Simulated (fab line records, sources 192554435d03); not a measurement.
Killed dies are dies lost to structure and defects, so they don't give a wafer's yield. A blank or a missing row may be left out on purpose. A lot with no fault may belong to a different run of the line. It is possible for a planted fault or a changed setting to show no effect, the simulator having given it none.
fab line records | flow n5-finfet
record lots=6 | wafers=18 | last-day=17
route steps=1938 shown BEOL_M10@1487 PASSIVATION@1936
lots that met no fault: from a run of the same line without faults
start-h: hours from the record's first day to the start of the lot's first wafer shown | wait-h: hours since the lot's step before | " unchanged from the row above | L1.1+2: a single row standing in for several wafers | - value missing, or start not given | * or withheld: withheld | < > ~ a bound
route shown NAME@n: names a module that has steps shown in the file, with the first one's number in the route | usual: mean/standard deviation taken from wafers without a fault | same: alike in all rows | chamber/n: place in a boat | sites: the reading at each site | _std_site: their standard deviation | _edge_site: inner sites' mean taken away from outer sites' mean | radius-mm: how far each site lies from the wafer's centre | mask NAME#n: copy n | behind: the last tool/chamber to shape the wafer | hold: what put the lot on hold/how long, in hours/how the hold closed | device: the transistor (n, p or np) that didn't switch | end of line: the tests these same wafers got at the end of their route | a step given without rows: its recipe and nothing more | killed: the dies lost at the first sort to structure and to defects; this is not the yield of the wafer | map: a wafer's dies, marking killed ones x, the rest . and places with no die _
set.NAME: the setting as run; set.NAME@STEP: as run at that earlier step | model.NAME: the simulator's own value behind a step, which no gauge read
lots seen at some steps along the route; tables by step, rows by wafer
services: when a tool's chamber went out of use (start-h, in hours from the record's first day, below 0 if earlier), for how many hours, and the reason
## steps
# step N5_BEOL_M10_ETCH_61
# recipe chemistry=CF4 | target=SiARC | target-depth-a=390 | mask-material=CAR-ArF | time-s=65 | ion-energy-ev=80 | pressure-mtorr=40 | source-w=545 | bias-w=36 | Ar_flow_sccm=100 | cf4-flow-sccm=100 | ends=cleared
# usual drypump-motor-current-A=5.8/0.44 | etch-rf-on-time-s=65.2/1 | oes-product-au=0.69/0.076 | rf-vpp-V=184.4/1.1 | showerhead-plenum-p-Torr=2.16/0.074 | throttle-valve-pct=15.55/0.22
lot.wafer | tool        | chamber | start-h | wait-h | drypump-motor-current-A | etch-rf-on-time-s | oes-product-au | rf-hours-counter-h | rf-vpp-V | showerhead-plenum-p-Torr | throttle-valve-pct
L241.2    | rie-diel-02 | 0       | 245.57  | 0.0    | 6.4                     | 64.9              | 0.62           | 200                | 184.4    | 2.12                     | 15.49
L241.3    | "           | 3       | "       | "      | 5.8                     | 66.5              | 0.82           | 4                  | 184.0    | 2.10                     | 15.24
L241.5    | "           | 3       | "       | "      | 5.8                     | 66.0              | 0.82           | -                  | 184.4    | 2.10                     | 15.23
L240.2    | rie-diel-02 | 0       | 251.96  | 0.0    | 6.4                     | 64.9              | 0.62           | 201                | 184.4    | 2.12                     | 15.49
L240.3    | "           | 2       | "       | "      | 5.9                     | 67.2              | 0.60           | 220                | 185.9    | 2.20                     | 15.61
L240.6    | "           | 2       | "       | "      | 5.9                     | 67.2              | 0.60           | -                  | 185.5    | 2.20                     | 15.62
L247.1    | rie-diel-02 | 0       | 300.95  | 0.0    | 6.3                     | 64.9              | 0.61           | 217                | 184.5    | 2.12                     | 15.53
L247.3    | "           | 2       | "       | "      | 5.9                     | 65.8              | 0.60           | 236                | 184.3    | 2.19                     | 15.65
L247.5    | "           | 3       | "       | "      | 5.8                     | 65.9              | 0.77           | -                  | 182.7    | 2.10                     | 15.27
L253.1    | rie-diel-02 | 3       | 329.54  | 0.0    | 5.7                     | 65.1              | 0.76           | 33                 | 183.2    | 2.09                     | 15.31
L253.3    | "           | 1       | "       | "      | 6.6                     | 63.3              | 0.66           | 132                | 186.0    | 2.23                     | 15.46
L253.5    | "           | 2       | "       | "      | 5.9                     | 65.9              | 0.59           | -                  | 184.3    | 2.19                     | 15.68
L256.2    | rie-diel-05 | 1       | 340.56  | 0.0    | 5.2                     | 65.9              | 0.65           | 134                | 184.9    | 2.15                     | 15.96
L256.5    | "           | 0       | "       | "      | 5.9                     | 63.9              | 0.71           | -                  | 183.7    | 2.08                     | 15.30
L256.6    | "           | 1       | "       | "      | 5.2                     | 66.1              | 0.64           | -                  | 185.2    | 2.15                     | 15.96
L258.1    | rie-diel-06 | 1       | 354.62  | 0.0    | 5.9                     | 64.6              | 0.72           | 70                 | 185.2    | 2.26                     | 15.84
L258.2    | "           | 0       | "       | "      | 5.8                     | 65.8              | 0.73           | 33                 | 183.3    | 2.09                     | 15.58
L258.6    | "           | 0       | "       | "      | 5.8                     | 65.9              | 0.74           | -                  | 183.4    | 2.09                     | 15.59
# step N5_BEOL_M10_ETCH_62
# recipe chemistry=N2/H2 | target=SOC | target-depth-a=1100 | overetch-a=220 | mask-material=SiARC | temp-c=40 | time-s=165 | ion-energy-ev=200 | pressure-mtorr=30 | source-w=840 | bias-w=150 | n2-flow-sccm=200 | h2-flow-sccm=200
# usual drypump-motor-current-A=5.8/0.44 | oes-product-au=0.68/0.074 | rf-vpp-V=524.8/2.6 | showerhead-plenum-p-Torr=2.58/0.091 | throttle-valve-pct=17.80/0.24
lot.wafer | tool        | chamber | start-h | wait-h | drypump-motor-current-A | oes-product-au | rf-hours-counter-h | rf-vpp-V | showerhead-plenum-p-Torr | throttle-valve-pct
L241.2    | rie-diel-02 | 0       | 245.62  | 0.0    | 6.4                     | 0.62           | 200                | 523.4    | 2.52                     | 17.64
L241.3    | "           | 3       | "       | "      | 5.8                     | 0.82           | 4                  | 520.4    | 2.50                     | 17.51
L241.5    | "           | 3       | "       | "      | 5.8                     | 0.82           | -                  | 522.7    | 2.50                     | 17.51
L240.2    | rie-diel-02 | 0       | 252.01  | 0.0    | 6.3                     | 0.61           | 201                | 522.3    | 2.52                     | 17.62
L240.3    | "           | 2       | "       | "      | 5.9                     | 0.60           | 220                | 526.1    | 2.62                     | 17.86
L240.6    | "           | 2       | "       | "      | 5.9                     | 0.61           | -                  | 526.7    | 2.62                     | 17.85
L247.1    | rie-diel-02 | 0       | 301.00  | 0.0    | 6.4                     | 0.61           | 217                | 522.3    | 2.51                     | 17.66
L247.3    | "           | 2       | "       | "      | 5.9                     | 0.59           | 236                | 525.5    | 2.61                     | 17.90
L247.5    | "           | 3       | "       | "      | 5.7                     | 0.78           | -                  | 522.6    | 2.49                     | 17.54
L253.1    | rie-diel-02 | 3       | 329.59  | 0.0    | 5.8                     | 0.75           | 33                 | 523.0    | 2.49                     | 17.56
L253.3    | "           | 1       | "       | "      | 6.6                     | 0.65           | 132                | 526.5    | 2.66                     | 17.67
L253.5    | "           | 2       | "       | "      | 5.9                     | 0.58           | -                  | 526.2    | 2.61                     | 17.92
L256.2    | rie-diel-05 | 1       | 340.61  | 0.0    | 5.2                     | 0.65           | 134                | 524.5    | 2.56                     | 18.21
L256.5    | "           | 0       | "       | "      | 5.9                     | 0.69           | -                  | 522.0    | 2.46                     | 17.57
L256.6    | "           | 1       | "       | "      | 5.2                     | 0.65           | -                  | 523.6    | 2.56                     | 18.20
L258.1    | rie-diel-06 | 1       | 354.67  | 0.0    | 5.9                     | 0.73           | 70                 | 527.8    | 2.69                     | 18.22
L258.2    | "           | 0       | "       | "      | 5.8                     | 0.74           | 33                 | 521.6    | 2.49                     | 17.94
L258.6    | "           | 0       | "       | "      | 5.8                     | 0.73           | -                  | 522.2    | 2.49                     | 17.93
# step N5_BEOL_M10_STRIP_68
# recipe chemistry=N2/H2 | temp-c=40 | n2-flow-sccm=200 | h2-flow-sccm=200 | rf-frequency-hz=6e+07
# step N5_BEOL_M10_STRIP_67
# recipe chemistry=CF4 | resist=SiARC | power-w=300 | bias-power-w=75 | pressure-mtorr=50 | cf4-flow-sccm=150 | rf-frequency-hz=6e+07
# usual drypump-motor-current-A=5.8/0.44 | oes-product-au=0.80/0.088 | rf-vpp-V=271.6/1.6 | showerhead-plenum-p-Torr=1.81/0.062 | throttle-valve-pct=13.54/0.23
lot.wafer | tool        | chamber | start-h | wait-h | drypump-motor-current-A | oes-product-au | rf-hours-counter-h | rf-vpp-V | showerhead-plenum-p-Torr | throttle-valve-pct
L241.2    | rie-diel-02 | 0       | 245.77  | 0.0    | 6.4                     | 0.73           | 200                | 269.9    | 1.77                     | 13.50
L241.3    | "           | 3       | "       | "      | 5.8                     | 0.96           | 4                  | 272.1    | 1.76                     | 13.20
L241.5    | "           | 3       | "       | "      | 5.8                     | 0.96           | -                  | 270.1    | 1.76                     | 13.20
L240.2    | rie-diel-02 | 0       | 252.16  | 0.0    | 6.4                     | 0.72           | 201                | 269.3    | 1.77                     | 13.49
L240.3    | "           | 2       | "       | "      | 5.9                     | 0.72           | 220                | 271.7    | 1.84                     | 13.65
L240.6    | "           | 2       | "       | "      | 5.9                     | 0.72           | -                  | 273.2    | 1.84                     | 13.65
L247.1    | rie-diel-02 | 0       | 301.14  | 0.0    | 6.4                     | 0.71           | 217                | 271.1    | 1.77                     | 13.53
L247.3    | "           | 2       | "       | "      | 5.9                     | 0.70           | 236                | 272.3    | 1.84                     | 13.68
L247.5    | "           | 3       | "       | "      | 5.8                     | 0.91           | -                  | 269.9    | 1.76                     | 13.24
L253.1    | rie-diel-02 | 3       | 329.73  | 0.0    | 5.8                     | 0.89           | 33                 | 270.9    | 1.75                     | 13.27
L253.3    | "           | 1       | "       | "      | 6.5                     | 0.77           | 132                | 272.7    | 1.88                     | 13.49
L253.5    | "           | 2       | "       | "      | 5.9                     | 0.70           | -                  | 272.4    | 1.84                     | 13.69
L256.2    | rie-diel-05 | 1       | 340.75  | 0.0    | 5.2                     | 0.77           | 134                | 272.0    | 1.81                     | 13.92
L256.5    | "           | 0       | "       | "      | 5.9                     | 0.83           | -                  | 270.8    | 1.74                     | 13.30
L256.6    | "           | 1       | "       | "      | 5.2                     | 0.77           | -                  | 271.1    | 1.81                     | 13.93
L258.1    | rie-diel-06 | 1       | 354.82  | 0.0    | 5.9                     | 0.85           | 70                 | 271.5    | 1.89                     | 13.77
L258.2    | "           | 0       | "       | "      | 5.8                     | 0.87           | 34                 | 271.4    | 1.75                     | 13.53
L258.6    | "           | 0       | "       | "      | 5.8                     | 0.87           | -                  | 271.0    | 1.75                     | 13.54
# step N5_BEOL_M10_HM_OPEN_17
# recipe chemistry=Cl2/BCl3 | target-depth-a=200 | overetch-a=60 | target=TiN | mask-material=SOC | ion-energy-ev=150 | pressure-mtorr=10 | icp-w=1000 | bias-w=126 | Cl2_flow_sccm=53.25 | bcl3-flow-sccm=21.75 | Ar_flow_sccm=25
# usual drypump-motor-current-A=5.83/0.28 | oes-product-au=0.67/0.086 | throttle-valve-pct=22.11/0.14
lot.wafer | tool         | chamber | start-h | wait-h | drypump-motor-current-A | oes-product-au | rf-hours-counter-h | throttle-valve-pct
L241.2    | rie-metal-02 | 0       | 245.81  | 0.0    | 5.40                    | 0.74           | 20                 | 22.26
L241.3    | "            | 0       | "       | "      | 5.44                    | 0.74           | -                  | 22.26
L241.5    | "            | 1       | "       | "      | 5.53                    | 0.62           | -                  | 22.11
L240.2    | rie-metal-03 | 1       | 252.20  | 0.0    | 5.83                    | 0.84           | 0                  | 22.24
L240.3    | "            | 0       | "       | "      | 5.98                    | 0.59           | -                  | 21.91
L240.6    | "            | 1       | "       | "      | 5.81                    | 0.85           | -                  | 22.23
L247.1    | rie-metal-02 | 0       | 301.18  | 0.0    | 5.40                    | 0.71           | 25                 | 22.27
L247.3    | "            | 1       | "       | "      | 5.52                    | 0.60           | -                  | 22.12
L247.5    | "            | 1       | "       | "      | 5.51                    | 0.61           | -                  | 22.14
L253.1    | rie-metal-02 | 0       | 329.77  | 0.0    | 5.39                    | 0.72           | 28                 | 22.29
L253.3    | "            | 0       | "       | "      | 5.40                    | 0.71           | -                  | 22.29
L253.5    | "            | 0       | "       | "      | 5.39                    | 0.71           | -                  | 22.29
L256.2    | rie-metal-03 | 0       | 340.79  | 0.0    | 5.98                    | 0.57           | 92                 | 21.96
L256.5    | "            | 1       | "       | "      | 5.81                    | 0.77           | -                  | 22.24
L256.6    | "            | 0       | "       | "      | 6.01                    | 0.57           | -                  | 21.97
L258.1    | rie-metal-01 | 0       | 354.86  | 0.0    | 5.74                    | 0.72           | 26                 | 22.05
L258.2    | "            | 1       | "       | "      | 6.33                    | 0.61           | 60                 | 22.06
L258.6    | "            | 1       | "       | "      | 6.35                    | 0.62           | -                  | 22.05
# step N5_BEOL_M10_STRIP_19
# recipe chemistry=O2 | power-w=400 | temp-c=40 | pressure-mtorr=30 | rf-frequency-hz=6e+07 | bias-power-w=0 | overash-fraction=0.2 | o2-flow-sccm=225
# usual drypump-motor-current-A=5.8/0.48 | oes-product-au=0.79/0.089 | rf-vpp-V=3.7/0.55 | showerhead-plenum-p-Torr=2.13/0.075 | throttle-valve-pct=16.66/0.24
lot.wafer | tool        | chamber | start-h | wait-h | drypump-motor-current-A | oes-product-au | rf-hours-counter-h | rf-vpp-V | showerhead-plenum-p-Torr | throttle-valve-pct
L241.2    | rie-diel-02 | 0       | 245.92  | 0.1    | 6.4                     | 0.71           | 200                | 2.8      | 2.08                     | 16.58
L241.3    | "           | 3       | "       | "      | 5.7                     | 0.97           | 4                  | 3.6      | 2.06                     | 16.32
L241.5    | "           | 1       | "       | "      | 6.6                     | 0.78           | -                  | 3.5      | 2.21                     | 16.47
L240.2    | rie-diel-02 | 2       | 252.34  | 0.1    | 5.9                     | 0.71           | 220                | 3.7      | 2.17                     | 16.75
L240.3    | "           | 3       | "       | "      | 5.8                     | 0.96           | 5                  | 3.6      | 2.06                     | 16.36
L240.6    | "           | 1       | "       | "      | 6.6                     | 0.79           | -                  | 4.6      | 2.21                     | 16.49
L247.1    | rie-diel-05 | 1       | 301.29  | 0.1    | 5.2                     | 0.77           | 118                | 3.5      | 2.11                     | 16.95
L247.3    | "           | 3       | "       | "      | 4.9                     | 0.66           | 239                | 3.6      | 2.14                     | 16.78
L247.5    | "           | 2       | "       | "      | 5.5                     | 0.83           | -                  | 3.8      | 2.22                     | 16.55
L253.1    | rie-diel-06 | 3       | 329.89  | 0.1    | 5.7                     | 0.81           | 89                 | 3.7      | 2.20                     | 16.54
L253.3    | "           | 0       | "       | "      | 5.8                     | 0.88           | 23                 | 3.6      | 2.06                     | 16.72
L253.5    | "           | 2       | "       | "      | 5.1                     | 0.67           | -                  | 4.3      | 1.99                     | 17.16
L256.2    | rie-diel-05 | 1       | 341.10  | 0.3    | 5.2                     | 0.76           | 134                | 3.4      | 2.10                     | 17.01
L256.5    | "           | 2       | "       | "      | 5.5                     | 0.82           | -                  | 3.6      | 2.22                     | 16.59
L256.6    | "           | 1       | "       | "      | 5.2                     | 0.76           | -                  | 3.5      | 2.10                     | 17.00
L258.1    | rie-diel-05 | 2       | 355.03  | 0.1    | 5.5                     | 0.81           | 77                 | 3.3      | 2.21                     | 16.59
L258.2    | "           | 3       | "       | "      | 4.9                     | 1.00           | 4                  | 3.5      | 2.14                     | 16.38
L258.6    | "           | 2       | "       | "      | 5.5                     | 0.81           | -                  | 4.1      | 2.21                     | 16.60
# step N5_BEOL_M10_CD_MEAS_18
# recipe pitch-nm=140 | target-cd-nm=70
# usual cd-nm=70.0/0.49
lot.wafer | tool      | chamber | start-h | wait-h | cd-nm
L241.2    | cd-sem-01 | -       | 245.99  | 0.1    | 70.3
L241.3    | "         | -       | "       | "      | 70.2
L241.5    | "         | -       | "       | "      | 70.2
L240.2    | cd-sem-01 | -       | 252.41  | 0.1    | 68.9
L240.3    | "         | -       | "       | "      | 69.5
L240.6    | "         | -       | "       | "      | 69.3
L247.1    | cd-sem-02 | -       | 301.36  | 0.0    | 70.2
L247.3    | "         | -       | "       | "      | 69.8
L247.5    | "         | -       | "       | "      | 69.9
L253.1    | cd-sem-02 | -       | 329.96  | 0.0    | 70.4
L253.3    | "         | -       | "       | "      | 70.5
L253.5    | "         | -       | "       | "      | 70.5
L256.2    | cd-sem-02 | -       | 341.17  | 0.1    | 70.6
L256.5    | "         | -       | "       | "      | 70.2
L256.6    | "         | -       | "       | "      | 70.1
L258.1    | cd-sem-03 | -       | 355.10  | 0.0    | 69.8
L258.2    | "         | -       | "       | "      | 69.1
L258.6    | "         | -       | "       | "      | 69.7
# step N5_BEOL_M10_COAT_63
# recipe resist=SOC | temp-c=250 | time-s=60 | spin-rpm=1500 | resist-thk-nm=100
# step N5_BEOL_M10_COAT_64
# recipe resist=SiARC | temp-c=220 | time-s=60 | spin-rpm=1500 | resist-thk-nm=30
# step N5_BEOL_M10_COAT_22
# recipe resist=CAR-ArF | spin-rpm=1500 | resist-thk-nm=90
# step N5_BEOL_M10_EBR_24
# recipe solvent=PGMEA | ebr-width-mm=1.5
# step N5_BEOL_M10_SOFTBAKE_23
# recipe temp-c=110 | time-s=60 | resist=CAR-ArF
# step N5_BEOL_M10_EXPOSE_25
# recipe mask-id=V9 | na=1.35 | source-shape=annular | sigma-inner=0.5 | sigma-outer=0.8 | polarization=unpolarized | dose-mj=85.5
# usual exposure-dose-mJ-cm2=85.44/0.096 | stage-vel-mm-s=499.99/0.2
lot.wafer | tool            | chamber | start-h | wait-h | mask | exposure-dose-mJ-cm2 | stage-vel-mm-s
L241.2    | arfi-scanner-03 | 0       | 246.78  | -      | V9#0 | 85.44                | 499.75
L241.3    | "               | 0       | "       | "      | V9#0 | 85.53                | 499.98
L241.5    | "               | 0       | "       | "      | V9#0 | 85.30                | 499.83
L240.2    | arfi-scanner-03 | 0       | 252.72  | -      | V9#0 | 85.42                | 500.02
L240.3    | "               | 0       | "       | "      | V9#0 | 85.43                | 500.09
L240.6    | "               | 0       | "       | "      | V9#0 | 85.52                | 500.28
L247.1    | arfi-scanner-03 | 0       | 302.18  | -      | V9#0 | 85.34                | 499.73
L247.3    | "               | 0       | "       | "      | V9#0 | 85.33                | 500.04
L247.5    | "               | 0       | "       | "      | V9#0 | 85.33                | 499.86
L253.1    | arfi-scanner-03 | 0       | 330.11  | -      | V9#0 | 85.41                | 499.75
L253.3    | "               | 0       | "       | "      | V9#0 | 85.48                | 499.92
L253.5    | "               | 0       | "       | "      | V9#0 | 85.37                | 499.64
L256.2    | arfi-scanner-03 | 0       | 342.27  | -      | V9#0 | 81.37                | 499.76
L256.5    | "               | 0       | "       | "      | V9#0 | 81.44                | 499.80
L256.6    | "               | 0       | "       | "      | V9#0 | 81.31                | 499.85
L258.1    | arfi-scanner-03 | 0       | 355.71  | -      | V9#0 | 82.22                | 500.01
L258.2    | "               | 0       | "       | "      | V9#0 | 82.27                | 499.94
L258.6    | "               | 0       | "       | "      | V9#0 | 82.16                | 500.05
# step N5_BEOL_M10_PEB_26
# recipe peb-temp-c=withheld | peb-time-s=60 | resist=CAR-ArF
# step N5_BEOL_M10_DEVELOP_27
# recipe develop-time-s=30 | developer=TMAH | resist=CAR-ArF | rinse-liquid=diw | dry=air-spin | dev-temp-c=23
# step N5_BEOL_M10_CD_MEAS_28
# recipe target-cd-nm=70 | landing-energy-ev=500 | detector=se-inlens | polarity=opening
# usual cd-nm=70.0/0.95
# same landing-energy-ev=500
lot.wafer | tool      | chamber | start-h | wait-h | cd-nm
L241.2    | cd-sem-02 | 0       | 246.91  | -      | 69.9
L241.3    | "         | 0       | "       | "      | 70.1
L241.5    | "         | 0       | "       | "      | 71.0
L240.2    | cd-sem-02 | 0       | 252.84  | -      | 70.1
L240.3    | "         | 0       | "       | "      | 69.8
L240.6    | "         | 0       | "       | "      | 70.7
L247.1    | cd-sem-01 | 0       | 302.31  | -      | 69.3
L247.3    | "         | 0       | "       | "      | 70.0
L247.5    | "         | 0       | "       | "      | 69.4
L253.1    | cd-sem-01 | 0       | 330.24  | -      | 68.8
L253.3    | "         | 0       | "       | "      | 69.3
L253.5    | "         | 0       | "       | "      | 69.0
L256.2    | cd-sem-02 | 0       | 342.39  | -      | 66.3
L256.5    | "         | 0       | "       | "      | 64.5
L256.6    | "         | 0       | "       | "      | 65.7
L258.1    | cd-sem-03 | 0       | 355.84  | -      | 65.8
L258.2    | "         | 0       | "       | "      | 65.9
L258.6    | "         | 0       | "       | "      | 66.0
# step N5_BEOL_M10_OVL_MEAS_29
# recipe points-per-wafer=44
# usual V9_OVL=-0.2/0.69
lot.wafer | tool       | chamber | start-h | wait-h | V9_OVL[nm]
L241.2    | overlay-01 | 0       | 246.93  | 0.0    | -1.9
L241.3    | "          | 0       | "       | "      | -0.5
L241.5    | "          | 0       | "       | "      | -1.6
L240.2    | overlay-01 | 0       | 252.87  | 0.0    | 0.9
L240.3    | "          | 0       | "       | "      | 0.9
L240.6    | "          | 0       | "       | "      | 0.5
L247.1    | overlay-02 | 0       | 302.34  | 0.0    | -0.1
L247.3    | "          | 0       | "       | "      | -0.1
L247.5    | "          | 0       | "       | "      | 0.6
L253.1    | overlay-01 | 0       | 330.27  | 0.0    | -1.8
L253.3    | "          | 0       | "       | "      | 0.1
L253.5    | "          | 0       | "       | "      | -0.6
L256.2    | overlay-01 | 0       | 342.42  | 0.0    | -0.7
L256.5    | "          | 0       | "       | "      | 0.1
L256.6    | "          | 0       | "       | "      | 0.5
L258.1    | overlay-01 | 0       | 355.87  | 0.0    | -0.3
L258.2    | "          | 0       | "       | "      | 0.7
L258.6    | "          | 0       | "       | "      | -0.2
# step N5_PASSIVATION_PROBE_49
# usual defect-limited-yield=91.7/1.5 | killed_at_M0_to_M3=30/8.6 | killed_at_M4_up=12/4.5 | killed-at-contacts=13/5.8 | killed-at-front-end=38/11 | killed-at-other=4/3 | killed-dies=97/17 | killed-open=63/12 | killed-short=32/8.8 | sort_bin_5_function=4.8/0.91 | sort_bin_6_memory=3.1/0.68 | sort-n-pass=1083/17 | sort-yield-pct=91.7/1.5
# same gross-dies=1180 | killed-at-back-side=0 | sort_bin_4_leakage[%]=0 | sort_bin_8_speed[%]=0
lot.wafer | tool      | chamber | start-h | wait-h | defect-limited-yield[%] | killed_at_M0_to_M3 | killed_at_M4_up | killed-at-contacts | killed-at-front-end | killed-at-other | killed-dies | killed-open | killed-short | sort_bin_5_function[%] | sort_bin_6_memory[%] | sort-n-pass | sort-yield-pct[%]
L256.6    | prober-01 | -       | 399.43  | 0.3    | 93.0                    | 15                 | 18              | 9                  | 40                  | 1               | 83          | 49          | 30           | 4.2                    | 2.7                  | 1097        | 93.0
# killed by level:class
L256.6 ILD0:geometric-particle:short=7 FIN_SAQP:geometric-particle:short=6 DUMMY_GATE:geometric-particle:open=6 ILD0:geometric-particle:open=6 MOL_CONTACT_COAG:geometric-particle:open=6 BEOL_M4:geometric-particle:open=6 BEOL_M0_SAQP:geometric-particle:open=5 STI_FIN_REVEAL:geometric-particle:open=4
## services
tool            | chamber | start-h | hours | kind
arfi-scanner-03 | -       | 243.36  | 1.5   | pm
rie-diel-06     | 0       | 247.37  | -     | clean
rie-diel-06     | 0       | 247.37  | -     | consumable-replace:focus-ring
rie-diel-06     | 0       | 247.37  | 23.0  | scheduled-down
rie-diel-06     | 0       | 247.37  | 23.0  | vent-cycle
arfi-scanner-03 | -       | 269.57  | 1.3   | pm
rie-metal-01    | 1       | 302.94  | 43.3  | repair
rie-diel-05     | 0       | 304.59  | 5.7   | repair
rie-diel-06     | 3       | 310.47  | 18.0  | repair
arfi-scanner-03 | -       | 310.54  | 3.1   | pm
arfi-scanner-03 | 0       | 316.43  | -     | calibration
arfi-scanner-03 | -       | 321.41  | 1.0   | pm
rie-diel-05     | 3       | 328.62  | -     | clean
rie-diel-05     | 3       | 328.62  | -     | consumable-replace:focus-ring
rie-diel-05     | 3       | 328.62  | 14.2  | scheduled-down
rie-diel-05     | 3       | 328.62  | 14.2  | vent-cycle
rie-diel-02     | 2       | 339.53  | -     | clean
rie-diel-02     | 2       | 339.53  | -     | consumable-replace:focus-ring
rie-diel-02     | 2       | 339.53  | 21.4  | scheduled-down
rie-diel-02     | 2       | 339.53  | 21.4  | vent-cycle
rie-diel-06     | 2       | 342.28  | -     | clean
rie-diel-06     | 2       | 342.28  | -     | consumable-replace:focus-ring
arfi-scanner-03 | -       | 343.31  | 1.5   | pm
arfi-scanner-03 | -       | 353.07  | 2.4   | repair
## key
first-sign step=N5_BEOL_M10_EXPOSE_25 | reading=exposure-dose-mJ-cm2 | direction=down | sigmas=38 | usual=85.44 | struck=81.80
effect step=N5_BEOL_M10_CD_MEAS_28 | reading=cd-nm | direction=down | sigmas=4.5 | usual=70.0 | struck=65.7 | through=control-loop
met-at N5_BEOL_M10_EXPOSE_25
struck-wafers L256.2,L256.5,L256.6,L258.1,L258.2,L258.6
loop-trim step=N5_BEOL_M10_EXPOSE_25 | setting=dose | lots=L258
onset-between 330.11 342.27
fault kind=process-parameter-drift | tool=arfi-scanner-03 | chamber=- | onset-h=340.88 | steps=N5_BEOL_M10_EXPOSE_25 | channel=dose-mj | offset=-3.9246 | shape=step | acts-in=these-recipes-only | stated=85.5
# loop-trim: a control loop set the setting to another value than it would have without faults
